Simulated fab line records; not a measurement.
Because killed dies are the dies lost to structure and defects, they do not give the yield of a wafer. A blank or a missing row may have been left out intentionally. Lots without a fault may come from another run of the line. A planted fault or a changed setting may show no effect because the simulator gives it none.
fab line records	flow n5Finfet	part 1 of 2: steps 1 to 23 of 36
[record] lots = 5	wafers = 15	lastDay = 18
route steps=1938 shown STI_FIN_REVEAL@184 DUMMY_GATE@212
lots with no fault: from the same line, run without faults
startH: start of the lot's first displayed wafer, in hours after the record's first day	waitH: hours from the lot's prior step to this one	" same as the row above	L1.1+2: a row that stands for several wafers	- either no value or no given start	* or withheld: withheld	< > ~ a bound
route shown NAME@n: a module of which the file shows steps, and the number in the route of the first	usual: mean/standard deviation taken from wafers without a fault	same: alike in all rows	chamber/n: place in a boat	sites: the reading at each site	_std_site: standard deviation across them	_edge_site: the outer-site mean with the inner-site mean subtracted	radiusMm: for every site, how far away it sits from the centre of the wafer	mask NAME#n: copy n	behind: the tool/chamber that last shaped the wafer	hold: why the lot was held/for how many hours/how that ended	device: which transistor (n, p or np) failed to switch	end of line: the tests these same wafers got at the end of their route	where a step has no rows: the recipe by itself	killed: at the first sort, the dies lost to defects and structure; wafer yield is something else	map: shows each die of a wafer: x if killed, . if not, _ if none is there
set.NAME: the setting as run; set.NAME@STEP: as run at that earlier step	model.NAME: the simulator's own value behind a step, which no gauge read
a table for each step, a row for each wafer; lots at some steps of the route
services: when a tool's chamber went out of use (startH, in hours from the record's first day, below 0 if earlier), for how many hours, and the reason
[[steps]]
[step N5_STI_FIN_REVEAL_ALD_14]
[recipe] material = Si3N4	targetThkA = 30	tempC = 400	aldPrecursorFamily = SiH2I2	aldCoReactant = N2/H2-plasma	pressureTorr = 2
[usual] heaterPowerW = 837/73
lot.wafer	tool	chamber	startH	waitH	heaterPowerW
L075.2	aldSin-01	3	35.57	0.0	913
L075.4	"	0	"	"	921
L075.5	"	2	"	"	903
L082.2	aldSin-02	3	78.42	0.0	886
L082.3	"	0	"	"	874
L082.4	"	3	"	"	890
L083.1	aldSin-01	1	83.70	0.0	735
L083.2	"	0	"	"	952
L083.3	"	2	"	"	908
L088.2	aldSin-02	3	112.55	0.0	870
L088.3	"	1	"	"	726
L088.5	"	0	"	"	847
L097.1	aldSin-03	1	167.16	0.0	834
L097.5	"	0	"	"	817
L097.6	"	1	"	"	831
[step N5_STI_FIN_REVEAL_FCVD_FILL_01]
[recipe] material = SiO2_flowable	targetThkA = 3120	tempC = 100	pressureTorr = 0.8	rfW = 2000	timeS = 512.2
lot.wafer	tool	chamber	startH	waitH
L075.2+4+5	fcvd-02	1	36.01	0.3
L082.2+3+4	fcvd-02	1	78.86	0.3
L083.1+2+3	fcvd-01	0,1,1	83.94	0.1
L088.2+3+5	fcvd-02	0,0,1	112.79	0.1
L097.1+5+6	fcvd-01	0,0,1	167.42	0.1
[step N5_STI_FIN_REVEAL_DENSIFY_02]
[recipe] tempC = 650	ambient = steam	timeS = 1800	idleTempC = 400	densificationPH2oTorr = 640
[usual] spikeTcUpperC = 649.0/2.1
lot.wafer	tool	chamber	startH	waitH	spikeTcUpperC
L075.2	furnace-02	0	37.65	1.4	647.7
L075.4	"	0	"	"	647.4
L075.5	"	0	"	"	646.3
L082.2	furnace-03	0	79.90	0.8	647.4
L082.3	"	0	"	"	647.5
L082.4	"	0	"	"	647.7
L083.1	furnace-02	0	84.59	0.4	648.3
L083.2	"	0	"	"	649.0
L083.3	"	0	"	"	645.0
L088.2	furnace-02	0	113.45	0.5	648.1
L088.3	"	0	"	"	647.0
L088.5	"	0	"	"	647.1
L097.1	furnace-01	0	168.05	0.4	651.1
L097.5	"	0	"	"	651.5
L097.6	"	0	"	"	651.8
[step N5_STI_FIN_REVEAL_CMP_04]
[recipe] stopOn = Si3N4	tOverpolishS = 4	downForcePsi = 2	platenRpm = 54.18	postCmpClean = alkalineBrush	padVelocityMS = 1.078	targetThkNm = 131.83
[usual] edgeZonePressureFrac = 0.999/0.0049	motorCurrentA = 7.8/0.84	overpolishRunS = 4.000/0.0091	timeToEndpointS = 104/3.8
lot.wafer	tool	chamber	startH	waitH	edgeZonePressureFrac	motorCurrentA	overpolishRunS	timeToEndpointS
L075.4	cmp-01	0	42.10	0.3	1.002	8.8	4.006	104
L075.2	"	1	"	"	1.006	7.1	3.988	102
L075.5	"	2	"	"	1.001	6.6	3.999	104
L082.4	cmp-04	0	84.06	0.0	0.992	7.5	3.990	102
L082.2	"	2	"	"	1.005	8.1	3.999	100
L082.3	"	3	"	"	0.997	8.1	3.996	103
L083.1	cmp-01	2	88.76	0.0	1.002	6.7	4.010	105
L083.3	"	3	"	"	1.001	7.5	3.998	100
L083.2	"	1	"	"	1.005	6.9	4.003	105
L088.3	cmp-04	3	117.62	0.0	0.994	8.0	4.003	104
L088.2	"	0	"	"	0.998	7.8	4.024	102
L088.5	"	0	"	"	1.003	8.1	3.980	104
L097.1	cmp-04	0	172.29	0.1	0.996	7.6	3.984	108
L097.6	"	2	"	"	1.006	8.8	3.993	105
L097.5	"	3	"	"	0.994	7.9	4.005	106
[step N5_STI_FIN_REVEAL_THK_MEAS_05]
[usual] thkNm = 132.2/0.93
lot.wafer	tool	chamber	startH	waitH	thkNm
L075.2	filmMetro-01	-	42.32	-	131.7
L075.4	"	-	"	"	132.0
L075.5	"	-	"	"	131.5
L082.2	filmMetro-01	-	84.36	-	133.7
L082.3	"	-	"	"	133.5
L082.4	"	-	"	"	133.8
L083.1	filmMetro-01	-	89.05	-	131.1
L083.2	"	-	"	"	132.4
L083.3	"	-	"	"	130.7
L088.2	filmMetro-02	-	117.91	-	133.2
L088.3	"	-	"	"	133.0
L088.5	"	-	"	"	132.9
L097.1	filmMetro-02	-	172.51	-	133.2
L097.5	"	-	"	"	134.2
L097.6	"	-	"	"	132.3
[step N5_STI_FIN_REVEAL_DENSIFY_30]
[recipe] tempC = *	timeS = *	ambient = N2	idleTempC = 600	rampUpCPerS = 150	rampDownCPerS = 60	coolToC = 600
[usual] lampPowerPct = 11.54/0.055	wafer_temp_C_max = *
lot.wafer	tool	chamber	startH	waitH	lampPowerPct	wafer_temp_C_max
L075.2	rtpAnneal-01	0	42.38	0.1	11.57	*
L075.4	"	0	"	"	11.55	*
L075.5	"	0	"	"	11.49	*
L082.2	rtpAnneal-01	0	84.44	0.1	11.44	*
L082.3	"	0	"	"	11.48	*
L082.4	"	0	"	"	11.49	*
L083.1	rtpAnneal-02	0	89.29	0.2	11.40	*
L083.2	"	0	"	"	11.46	*
L083.3	"	0	"	"	11.55	*
L088.2	rtpAnneal-02	0	117.97	0.1	11.54	*
L088.3	"	0	"	"	11.60	*
L088.5	"	0	"	"	11.56	*
L097.1	rtpAnneal-02	0	172.54	0.0	11.64	*
L097.5	"	0	"	"	11.55	*
L097.6	"	0	"	"	11.56	*
[step N5_STI_FIN_REVEAL_ETCHBACK_08]
[recipe] chemistry = C4F6/O2	target = SiO2	targetDepthA = 305	timeS = 10.167	ionEnergyEv = 250	pressureMtorr = 30	sourceW = 345	biasW = 185	Ar_flow_sccm = 300	C4F6_flow_sccm = 10	O2_flow_sccm = 10
[usual] chamberPressureMTorr = 30.000/0.026	drypumpMotorCurrentA = 5.7/0.48	oesProductAu = 0.77/0.091	rfVppV = 670/7.5	showerheadPlenumPTorr = 2.87/0.11	throttleValvePct = 21.16/0.26
lot.wafer	tool	chamber	startH	waitH	chamberPressureMTorr	drypumpMotorCurrentA	oesProductAu	rfHoursCounterH	rfVppV	showerheadPlenumPTorr	throttleValvePct
L075.2	rieDiel-05	0	42.56	0.2	29.948	5.9	0.67	229	663	2.80	21.07
L075.4	"	3	"	"	29.992	4.9	0.74	-	671	2.96	21.12
L075.5	"	2	"	"	29.998	5.6	0.68	-	661	2.70	21.33
L082.2	rieDiel-05	2	85.09	0.6	29.994	5.6	0.68	238	660	2.70	21.36
L082.3	"	0	"	"	30.015	5.9	0.66	245	663	2.80	21.11
L082.4	"	3	"	"	30.025	4.8	0.73	161	671	2.95	21.14
L083.1	rieDiel-05	2	89.52	0.2	29.982	5.5	0.67	239	660	2.70	21.35
L083.2	"	3	"	"	29.993	4.9	0.72	161	672	2.95	21.15
L083.3	"	1	"	"	29.966	5.2	0.88	42	683	2.89	21.37
L088.2	rieDiel-06	3	118.17	0.2	30.037	5.7	0.93	13	677	3.03	20.99
L088.3	"	2	"	"	30.027	5.1	0.74	168	666	2.72	21.44
L088.5	"	3	"	"	30.042	5.7	0.93	-	676	3.03	20.99
L097.1	rieDiel-05	0	172.82	0.2	29.959	5.9	0.92	23	662	2.78	20.76
L097.5	"	1	"	"	30.011	5.2	0.82	-	683	2.88	21.40
L097.6	"	2	"	"	30.052	5.5	0.92	-	670	3.03	20.97
[step N5_STI_FIN_REVEAL_STRIP_24]
[recipe] chemistry = N2/H2	timeS = 90	powerW = 100	tempC = 40	pressureMtorr = 100	rfFrequencyHz = 6e+07	biasPowerW = 3	n2FlowSccm = 300	h2FlowSccm = 300
[usual] chamberPressureMTorr = 100.00/0.081	drypumpMotorCurrentA = 5.7/0.48	h2FlowSccm = 300.1/0.92	oesProductAu = 0.77/0.091	rfVppV = 45.4/0.88	showerheadPlenumPTorr = 3.41/0.13	throttleValvePct = 12.26/0.3
lot.wafer	tool	chamber	startH	waitH	chamberPressureMTorr	drypumpMotorCurrentA	h2FlowSccm	oesProductAu	rfHoursCounterH	rfVppV	showerheadPlenumPTorr	throttleValvePct
L075.2	rieDiel-05	0	42.60	0.0	99.82	5.9	300.0	0.67	229	44.0	3.32	12.34
L075.4	"	3	"	"	100.05	4.9	300.5	0.73	-	46.0	3.53	12.25
L075.5	"	2	"	"	100.00	5.6	301.1	0.69	-	44.3	3.21	12.44
L082.2	rieDiel-05	2	85.13	0.0	100.08	5.6	300.7	0.69	238	45.7	3.20	12.46
L082.3	"	0	"	"	100.11	5.9	300.2	0.66	245	46.0	3.31	12.38
L082.4	"	3	"	"	100.08	4.8	300.0	0.73	161	45.2	3.52	12.30
L083.1	rieDiel-05	2	89.56	0.0	100.00	5.6	300.6	0.68	239	44.1	3.20	12.48
L083.2	"	3	"	"	100.04	4.9	301.8	0.72	161	43.8	3.52	12.30
L083.3	"	1	"	"	99.97	5.2	299.8	0.87	42	44.7	3.45	12.29
L088.2	rieDiel-06	3	118.20	0.0	100.08	5.8	300.3	0.93	13	44.8	3.59	11.92
L088.3	"	2	"	"	99.85	5.1	299.9	0.72	168	45.1	3.23	12.52
L088.5	"	3	"	"	100.01	5.8	299.8	0.92	-	45.2	3.59	11.91
L097.1	rieDiel-05	0	172.85	0.0	99.85	5.9	298.6	0.92	23	46.4	3.30	11.82
L097.5	"	1	"	"	99.94	5.2	301.7	0.82	-	45.2	3.43	12.38
L097.6	"	2	"	"	100.03	5.6	300.1	0.92	-	46.0	3.60	11.89
[step N5_STI_FIN_REVEAL_PRECLEAN_25]
[recipe] chemistry = SPM	timeS = 90	tempC = 120	mix = 4:1
lot.wafer	tool	chamber	startH	waitH
L075.2+4+5	wetBench-01	2,0,1	42.73	0.1
L082.2+3+4	wetBench-03	4,2,5	85.25	0.1
L083.1+2+3	wetBench-06	6,7,0	89.68	0.1
L088.2+3+5	wetBench-06	0,7,3	118.32	0.1
L097.1+5+6	wetBench-06	7,0,4	172.98	0.1
[step N5_STI_FIN_REVEAL_PRECLEAN_26]
[recipe] chemistry = SC1	timeS = 45	tempC = 46	mix = 1:2:100
lot.wafer	tool	chamber	startH	waitH
L075.2+4+5	wetBench-01	2,0,1	42.76	0.0
L082.2+3+4	wetBench-03	4,2,5	85.28	0.0
L083.1+2+3	wetBench-06	6,7,0	89.71	0.0
L088.2+3+5	wetBench-06	0,7,3	118.35	0.0
L097.1+5+6	wetBench-06	7,0,4	173.00	0.0
[step N5_STI_FIN_REVEAL_PRECLEAN_29]
[recipe] chemistry = DHF	timeS = 30	tempC = 25	dilution = 300:1
lot.wafer	tool	chamber	startH	waitH
L075.2+4+5	wetBench-01	2,0,1	42.77	0.0
L082.2+3+4	wetBench-03	4,2,5	85.29	0.0
L083.1+2+3	wetBench-06	6,7,0	89.72	0.0
L088.2+3+5	wetBench-06	0,7,3	118.36	0.0
L097.1+5+6	wetBench-06	7,0,4	173.02	0.0
[step N5_STI_FIN_REVEAL_SRD_12]
[recipe] timeS = 30	tempC = 23	rinseLiquid = diw	dry = ipaMarangoni
lot.wafer	tool	chamber	startH	waitH
L075.2+4+5	wetBench-01	2,0,1	42.78	0.0
L082.2+3+4	wetBench-03	4,2,5	85.30	0.0
L083.1+2+3	wetBench-06	6,7,0	89.73	0.0
L088.2+3+5	wetBench-06	0,7,3	118.37	0.0
L097.1+5+6	wetBench-06	7,0,4	173.02	0.0
[step N5_STI_FIN_REVEAL_RECESS_09]
[recipe] chemistry = HF/NH3	target = SiO2	afsCycles = 11	targetDepthA = 425	tempC = 30	sublimationTempC = 180	sublimationTimeS = 60
[usual] drypumpMotorCurrentA = 5.8/0.51
lot.wafer	tool	chamber	startH	waitH	drypumpMotorCurrentA
L075.2	vaporEtch-01	0	42.82	0.0	6.1
L075.4	"	0	"	"	6.1
L075.5	"	0	"	"	6.1
L082.2	vaporEtch-01	1	85.34	0.0	5.9
L082.3	"	1	"	"	5.9
L082.4	"	0	"	"	6.2
L083.1	vaporEtch-01	1	89.77	0.0	5.9
L083.2	"	0	"	"	6.2
L083.3	"	0	"	"	6.2
L088.2	vaporEtch-01	0	118.42	0.0	6.2
L088.3	"	1	"	"	5.9
L088.5	"	0	"	"	6.2
L097.1	vaporEtch-02	0	173.07	0.0	6.3
L097.5	"	1	174.13	1.1	5.0
L097.6	"	0	"	"	6.3
[step N5_STI_FIN_REVEAL_STRIP_16]
[recipe] chemistry = H3PO4	material = SiNx	tempC = 165	targetDepthA = 238	overetchFraction = 0.4964	dry = ipaMarangoni
lot.wafer	tool	chamber	startH	waitH
L075.2+4+5	wetBench-06	6,1,2	44.44	1.1
L082.2+3+4	wetBench-06	1,4,7	86.97	1.1
L083.1+2+3	wetBench-03	3,7,0	91.39	1.1
L088.2+3+5	wetBench-03	1,7,5	120.03	1.1
L097.1+5+6	wetBench-03	7,0,4	174.69	1.1
[step N5_STI_FIN_REVEAL_PRECLEAN_17]
[recipe] chemistry = NF3:NH3	afsCycles = 1	tempC = 30	timeS = 20	sublimationTempC = 180	sublimationTimeS = 60	pressureTorr = 3	rfPowerW = 30
[usual] pressureTorr = 3.001/0.0056
lot.wafer	tool	chamber	startH	waitH	pressureTorr
L075.2	remotePlasma-02	1	44.76	0.1	3.003
L075.4	"	1	"	"	3.007
L075.5	"	1	"	"	3.008
L082.2	remotePlasma-02	1	87.27	0.1	2.993
L082.3	"	1	"	"	2.999
L082.4	"	1	"	"	3.007
L083.1	remotePlasma-02	0	91.66	0.0	2.995
L083.2	"	0	"	"	2.994
L083.3	"	0	"	"	2.993
L088.2	remotePlasma-02	1	120.36	0.1	2.996
L088.3	"	1	"	"	2.998
L088.5	"	1	"	"	2.995
L097.1	remotePlasma-02	0	174.98	0.0	2.990
L097.5	"	0	"	"	2.994
L097.6	"	0	"	"	3.000
[step N5_STI_FIN_REVEAL_ETCH_34]
[recipe] chemistry = H2	mode = isotropic	material = Si	target = Si	targetDepthA = 9.7	tempC = 20	pressureMtorr = 4.5	icpW = 300	biasW = 0	h2FlowSccm = 7.5	heFlowSccm = 142.5
[usual] chamberPressureMTorr = 4.499/0.0042	drypumpMotorCurrentA = 5.6/0.45	h2FlowSccm = 7.501/0.024	heFlowSccm = 142.4/0.42	oesProductAu = 1.007/0.017	throttleValvePct = 25.82/0.25
lot.wafer	tool	chamber	startH	waitH	chamberPressureMTorr	drypumpMotorCurrentA	h2FlowSccm	heFlowSccm	oesProductAu	rfHoursCounterH	throttleValvePct
L075.2	rieSi-04	0	44.94	0.1	4.493	5.7	7.491	142.0	1.011	149	25.92
L075.4	"	1	"	"	4.508	4.9	7.515	142.7	1.012	131	25.95
L075.5	"	2	"	"	4.499	6.7	7.488	142.6	0.997	-	25.42
L082.2	rieSi-01	2	87.44	0.1	4.495	5.9	7.481	142.1	1.001	108	25.79
L082.3	"	0	"	"	4.496	5.1	7.483	142.7	1.018	43	26.03
L082.4	"	1	"	"	4.497	5.4	7.478	141.8	0.991	15	26.19
L083.1	rieSi-01	1	91.87	0.2	4.500	5.3	7.501	142.6	0.997	15	26.19
L083.2	"	2	"	"	4.503	5.9	7.510	142.5	0.991	108	25.81
L083.3	"	3	"	"	4.505	5.1	7.451	142.3	1.005	114	25.61
L088.2	rieSi-03	0	120.54	0.2	4.499	5.4	7.534	142.7	0.981	63	25.45
L088.3	"	1	"	"	4.503	5.9	7.512	142.5	1.018	100	26.06
L088.5	"	2	"	"	4.500	5.6	7.494	142.1	1.000	-	25.99
L097.1	rieSi-01	1	175.18	0.2	4.501	5.3	7.499	141.7	0.998	16	26.20
L097.5	"	3	"	"	4.503	5.1	7.518	142.5	1.013	-	25.61
L097.6	"	0	"	"	4.501	5.1	7.510	142.7	1.027	-	26.00
[step N5_STI_FIN_REVEAL_OXIDATION_31]
[recipe] chemistry = O2_PLASMA_REMOTE	tempC = 150	timeS = 20	pressureMtorr = 1000	sourcePowerW = 2000	o2FlowSccm = 3000
[usual] chamberPressureMTorr = 1000.0/0.74	drypumpMotorCurrentA = 5.50/0.18	heaterPowerW = 152/9.7
lot.wafer	tool	chamber	startH	waitH	chamberPressureMTorr	drypumpMotorCurrentA	heaterPowerW	rfHoursCounterH
L075.2	plasmaAsher-01	0	45.00	0.0	999.0	5.55	161	84
L075.4	"	1	"	"	1000.0	5.29	145	-
L075.5	"	0	"	"	999.3	5.55	159	-
L082.2	plasmaAsher-02	1	87.50	0.0	1001.1	5.40	141	38
L082.3	"	0	"	"	1001.1	5.70	164	-
L082.4	"	1	"	"	999.5	5.43	143	-
L083.1	plasmaAsher-02	1	91.93	0.0	998.8	5.41	141	39
L083.2	"	0	"	"	1000.4	5.75	165	39
L083.3	"	1	"	"	1000.5	5.39	143	-
L088.2	plasmaAsher-01	0	120.60	0.0	1000.4	5.60	160	100
L088.3	"	1	"	"	999.6	5.28	145	-
L088.5	"	0	"	"	999.1	5.57	164	-
L097.1	plasmaAsher-01	1	175.24	0.0	1000.2	5.26	147	110
L097.5	"	0	"	"	999.8	5.56	158	-
L097.6	"	1	"	"	1000.5	5.29	144	-
[step N5_STI_FIN_REVEAL_PRECLEAN_32]
[recipe] chemistry = NF3:NH3	afsCycles = 1	tempC = 30	timeS = 20	sublimationTempC = 180	sublimationTimeS = 60	pressureTorr = 3	rfPowerW = 30
[usual] pressureTorr = 3.000/0.0053
lot.wafer	tool	chamber	startH	waitH	pressureTorr
L075.2	remotePlasma-01	1	45.11	0.1	3.007
L075.4	"	1	"	"	3.003
L075.5	"	1	"	"	3.001
L082.2	remotePlasma-02	1	87.62	0.1	2.990
L082.3	"	1	"	"	2.994
L082.4	"	1	"	"	2.999
L083.1	remotePlasma-02	1	92.01	0.1	2.997
L083.2	"	1	"	"	2.997
L083.3	"	1	"	"	3.003
L088.2	remotePlasma-01	1	120.72	0.1	2.998
L088.3	"	1	"	"	2.997
L088.5	"	1	"	"	3.000
L097.1	remotePlasma-01	0	175.33	0.1	2.996
L097.5	"	0	"	"	3.002
L097.6	"	0	"	"	3.009
[step N5_STI_FIN_REVEAL_STRIP_35]
[recipe] chemistry = H3PO4	material = Si3N4	tempC = 165	targetDepthA = 40	timeS = 39
lot.wafer	tool	chamber	startH	waitH
L075.2+4+5	wetBench-06	7,1,0	45.29	0.2
L082.2+3+4	wetBench-03	3,6,2	87.80	0.2
L083.1+2+3	wetBench-03	1,5,0	92.22	0.2
L088.2+3+5	wetBench-01	0,7,4	120.90	0.2
L097.1+5+6	wetBench-06	2,4,3	175.54	0.2
[step N5_STI_FIN_REVEAL_SRD_21]
[recipe] dry = ipaMarangoni	timeS = 30	tempC = 23	rinseLiquid = diw
lot.wafer	tool	chamber	startH	waitH
L075.2+4+5	wetBench-06	7,1,0	45.31	0.0
L082.2+3+4	wetBench-03	3,6,2	87.81	0.0
L083.1+2+3	wetBench-03	1,5,0	92.24	0.0
L088.2+3+5	wetBench-01	0,7,4	120.91	0.0
L097.1+5+6	wetBench-06	2,4,3	175.55	0.0
[step N5_STI_FIN_REVEAL_OXIDATION_33]
[recipe] chemistry = O2_PLASMA_REMOTE	tempC = 150	timeS = 20	pressureMtorr = 1000	sourcePowerW = 2000	o2FlowSccm = 3000
[usual] chamberPressureMTorr = 1000.1/0.85	drypumpMotorCurrentA = 5.49/0.17	heaterPowerW = 153/9.6
lot.wafer	tool	chamber	startH	waitH	chamberPressureMTorr	drypumpMotorCurrentA	heaterPowerW	rfHoursCounterH
L075.2	plasmaAsher-02	1	45.36	0.0	1000.3	5.41	146	31
L075.4	"	0	"	"	1000.0	5.73	160	-
L075.5	"	0	"	"	999.9	5.71	160	-
L082.2	plasmaAsher-02	1	87.86	0.0	999.9	5.42	141	38
L082.3	"	1	"	"	1000.1	5.40	140	-
L082.4	"	0	"	"	1000.1	5.70	158	-
L083.1	plasmaAsher-02	1	92.28	0.0	1001.0	5.41	142	39
L083.2	"	0	"	"	1000.3	5.75	164	39
L083.3	"	1	"	"	999.6	5.41	147	-
L088.2	plasmaAsher-02	0	120.96	0.0	1001.1	5.71	164	44
L088.3	"	1	"	"	999.2	5.42	140	-
L088.5	"	1	"	"	999.0	5.38	140	-
L097.1	plasmaAsher-02	0	175.59	0.0	998.4	5.70	162	56
L097.5	"	0	"	"	1000.5	5.70	156	-
L097.6	"	1	"	"	1001.2	5.43	142	-
[step N5_STI_FIN_REVEAL_CLEAN_19]
[recipe] chemistry = O3/DIW	tempC = 25	timeS = 120	o3Ppm = 10
lot.wafer	tool	chamber	startH	waitH
L075.2+4+5	wetBench-03	7,5,3	45.44	0.1
L082.2+3+4	wetBench-06	5,7,2	87.94	0.1
L083.1+2+3	wetBench-06	7,6,2	92.37	0.1
L088.2+3+5	wetBench-03	4,7,6	121.04	0.1
L097.1+5+6	wetBench-01	5,2,6	175.68	0.1
[step N5_STI_FIN_REVEAL_SRD_23]
[recipe] dry = ipaMarangoni	timeS = 30	tempC = 23	rinseLiquid = diw
lot.wafer	tool	chamber	startH	waitH
L075.2+4+5	wetBench-03	7,5,3	45.48	0.0
L082.2+3+4	wetBench-06	5,7,2	87.98	0.0
L083.1+2+3	wetBench-06	7,6,2	92.40	0.0
L088.2+3+5	wetBench-03	4,7,6	121.08	0.0
L097.1+5+6	wetBench-01	5,2,6	175.72	0.0
